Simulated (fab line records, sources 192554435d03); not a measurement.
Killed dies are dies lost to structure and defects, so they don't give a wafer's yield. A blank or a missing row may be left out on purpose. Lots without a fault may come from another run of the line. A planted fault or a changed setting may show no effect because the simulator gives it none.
Which tool did it? | flow n5_finfet | 11 lots, 30 wafers sampled, at 4 steps of a route of 1938

WHAT THE GAUGES READ, wafer by wafer
N5_BEOL_M4_RC_MEAS_101. Usual: DIBL_N 37.1 mV/V, standard deviation 1.9; DIBL_P 37.2 mV/V, standard deviation 2.3; IOFF_N 0.18 nA/um, standard deviation 0.04; IOFF_P 0.23 nA/um, standard deviation 0.044; ION_N 682 uA/um, standard deviation 11; ION_P 468 uA/um, standard deviation 8.6; SS_N 71.9 mV/dec, standard deviation 0.68; SS_P 73.5 mV/dec, standard deviation 0.74; VT_N 248 mV, standard deviation 3.4; VT_P -248 mV, standard deviation 3.4.
lot  | measured     | on        | DIBL_N (mV/V)  | DIBL_P (mV/V)  | IOFF_N (nA/um) | IOFF_P (nA/um) | ION_N (uA/um) | ION_P (uA/um) | SS_N (mV/dec)  | SS_P (mV/dec)  | VT_N (mV)   | VT_P (mV)      | flag
L504 | day 8 22:40  | prober-01 | 36.9 37.0 34.1 | 36.5 37.8 34.2 | 0.16 0.17 0.12 | 0.24 0.28 0.20 | 675 681 673   | 468 473 469   | 72.0 72.5 70.9 | 73.9 74.3 72.2 | 249 250 253 | -244 -245 -248 |
L505 | day 9 00:59  | prober-01 | 40.9 38.7 39.4 | 38.9 35.7 37.6 | 0.24 0.19 0.19 | 0.29 0.22 0.25 | 696 677 678   | 474 460 463   | 72.2 71.5 71.9 | 73.9 72.8 73.9 | 242 246 248 | -246 -248 -248 |
L506 | day 9 08:40  | prober-01 | 33.4 37.4 34.6 | 32.2 36.3 34.1 | 0.12 0.18 0.14 | 0.17 0.22 0.19 | 669 675 674   | 460 459 462   | 71.7 71.8 71.1 | 71.5 72.9 72.6 | 251 251 252 | -250 -248 -249 |
L508 | day 9 20:41  | prober-01 | 35.0 37.0      | 34.4 37.8      | 0.14 0.20      | 0.19 0.26      | 672 694       | 466 481       | 71.7 71.6      | 72.6 73.7      | 250 244     | -251 -244      |
L509 | day 10 00:47 | prober-02 | 35.6 36.6 37.1 | 34.3 35.9 36.2 | 0.13 0.17 0.17 | 0.16 0.19 0.20 | 683 696 693   | 460 481 474   | 71.8 71.9 71.8 | 72.7 72.9 73.7 | 252 249 248 | -254 -253 -252 |
L510 | day 10 10:13 | prober-01 | 36.6 34.3 34.6 | 38.5 37.1 35.9 | 0.17 0.14 0.14 | 0.20 0.18 0.17 | 685 676 675   | 461 461 456   | 71.6 70.7 71.0 | 74.0 73.0 72.0 | 249 254 251 | -254 -251 -255 |
L511 | day 10 19:17 | prober-02 | 38.6 39.9 34.0 | 40.8 42.4 34.9 | 0.19 0.22 0.12 | 0.26 0.29 0.18 | 694 702 671   | 468 486 468   | 72.2 71.9 70.4 | 74.1 75.0 72.1 | 248 246 254 | -250 -244 -251 |
L513 | day 11 02:40 | prober-01 | 36.4 37.9 37.2 | 36.6 37.9 36.3 | 0.16 0.20 0.18 | 0.24 0.28 0.24 | 687 696 676   | 478 480 460   | 71.4 71.8 71.7 | 72.7 73.4 73.3 | 245 245 248 | -246 -246 -246 |
L519 | day 12 12:32 | prober-01 | 36.9 37.8      | 35.7 35.7      | 0.17 0.19      | 0.18 0.19      | 666 670       | 444 452       | 73.2 73.0      | 73.4 73.2      | 250 251     | -256 -253      |
L522 | day 13 06:49 | prober-01 | 36.3 32.8      | 37.3 33.6      | 0.19 0.13      | 0.26 0.20      | 689 652       | 471 457       | 72.2 71.2      | 73.4 71.7      | 246 253     | -245 -250      |
L523 | day 13 09:58 | prober-02 | 36.4 36.8 37.0 | 36.7 36.7 37.2 | 0.17 0.17 0.18 | 0.21 0.22 0.23 | 672 671 675   | 459 454 460   | 71.2 72.2 71.9 | 73.0 73.5 73.8 | 248 248 247 | -252 -250 -250 |

N5_MIM_TOP_LITHO_INSPECT_12: inspects for defects (macro). Usual: raw_defect_count 2.0, standard deviation 1.4.
lot  | measured     | on                | raw_defect_count | flag
L504 | day 12 13:55 | defect_inspect-01 | 1 1 3            |
L505 | day 12 21:04 | defect_inspect-02 | 2 2 1            |
L506 | day 13 07:17 | defect_inspect-02 | 2 1 4            |
L508 | day 13 10:54 | defect_inspect-01 | 2 3              |
L509 | day 13 22:35 | defect_inspect-02 | 1 0 3            |
L510 | day 14 05:31 | defect_inspect-01 | 5 2 0            |
L511 | day 14 17:35 | defect_inspect-02 | 3 4 2            |
L513 | day 14 15:57 | defect_inspect-02 | 2 2 3            |
L519 | day 16 07:16 | defect_inspect-01 | 2 5              |
L522 | day 17 00:39 | defect_inspect-02 | 2 3              |
L523 | day 17 08:20 | defect_inspect-02 | 1 1 1            |

N5_MIM_BOT_LITHO_INSPECT_12: inspects for defects (macro). Usual: raw_defect_count 2.0, standard deviation 1.3.
lot  | measured     | on                | raw_defect_count | flag
L504 | day 12 15:14 | defect_inspect-02 | 1 2 1            |
L505 | day 12 21:49 | defect_inspect-02 | 3 0 1            |
L506 | day 13 08:08 | defect_inspect-01 | 1 2 2            |
L508 | day 13 11:49 | defect_inspect-02 | 2 1              |
L509 | day 13 23:26 | defect_inspect-01 | 4 0 1            |
L510 | day 14 06:23 | defect_inspect-01 | 0 3 1            |
L511 | day 14 18:34 | defect_inspect-01 | 0 3 1            |
L513 | day 14 16:52 | defect_inspect-02 | 2 2 2            |
L519 | day 16 08:08 | defect_inspect-01 | 3 3              |
L522 | day 17 02:03 | defect_inspect-01 | 1 0              |
L523 | day 17 09:12 | defect_inspect-01 | 2 5 2            |

WHICH TOOL RAN EACH LOT (tool, then ch and the chambers of the sampled wafers, then the start)
lot  | N5_MIM_TOP_ALD_01
L504 | ald_hk-03 ch 0,1, day 12 13:55 or earlier
L505 | ald_hk-03 ch 0,1,2, day 12 21:04 or earlier
L506 | ald_hk-02 ch 2,3, day 13 07:17 or earlier
L508 | ald_hk-01 ch 1,2, day 13 10:54 or earlier
L509 | ald_hk-01 ch 0,1,2, day 13 22:35 or earlier
L510 | ald_hk-01 ch 1,2,3, day 14 05:31 or earlier
L511 | ald_hk-03 ch 0,2,3, day 14 17:35 or earlier
L513 | ald_hk-01 ch 1,2, day 14 15:57 or earlier
L519 | ald_hk-01 ch 1,3, day 16 07:16 or earlier
L522 | ald_hk-03 ch 0,1, day 17 00:39 or earlier
L523 | ald_hk-01 ch 0,3, day 17 08:20 or earlier
- N5_MIM_TOP_ALD_01: deposits HfO2, target thk 5.6 nm, pulse time 1 s, purge time 3 s.

WHAT THE TOOLS THEMSELVES READ (means of the sampled wafers that have a number; where no wafer has one, the mark that the record gives instead)
N5_MIM_TOP_ALD_01. Usual: precursor_pulse_height_rel 0.997, standard deviation 0.021.
lot  | tool      | precursor_pulse_height_rel | flag
L504 | ald_hk-03 | 0.973                      |
L505 | ald_hk-03 | 0.983                      |
L506 | ald_hk-02 | 1.004                      |
L508 | ald_hk-01 | 0.986                      |
L509 | ald_hk-01 | 1.024                      |
L510 | ald_hk-01 | 0.991                      |
L511 | ald_hk-03 | 0.987                      |
L513 | ald_hk-01 | 1.009                      |
L519 | ald_hk-01 | 1.000                      |
L522 | ald_hk-03 | 0.996                      |
L523 | ald_hk-01 | 1.018                      |

THE ANSWER, worked out from the rows above alone
Rule: a lot is off if the mean of its wafers that have a number lies more than 3 standard deviations from the usual mean. A lot without any number at a reading at which 4 lots or more have one is off too. The other lots that the step has rows for count as sound. The gauges are gone through in route order, then the tools' own readings, and for those a lot's mean is taken as printed above. The first step at which some lot is off is used, and at that step the reading that is off furthest; a lot without a number counts as furthest.
No lot is off at any reading shown: from this, nothing can be told.

WHAT THE SIMULATOR HAD PUT IN
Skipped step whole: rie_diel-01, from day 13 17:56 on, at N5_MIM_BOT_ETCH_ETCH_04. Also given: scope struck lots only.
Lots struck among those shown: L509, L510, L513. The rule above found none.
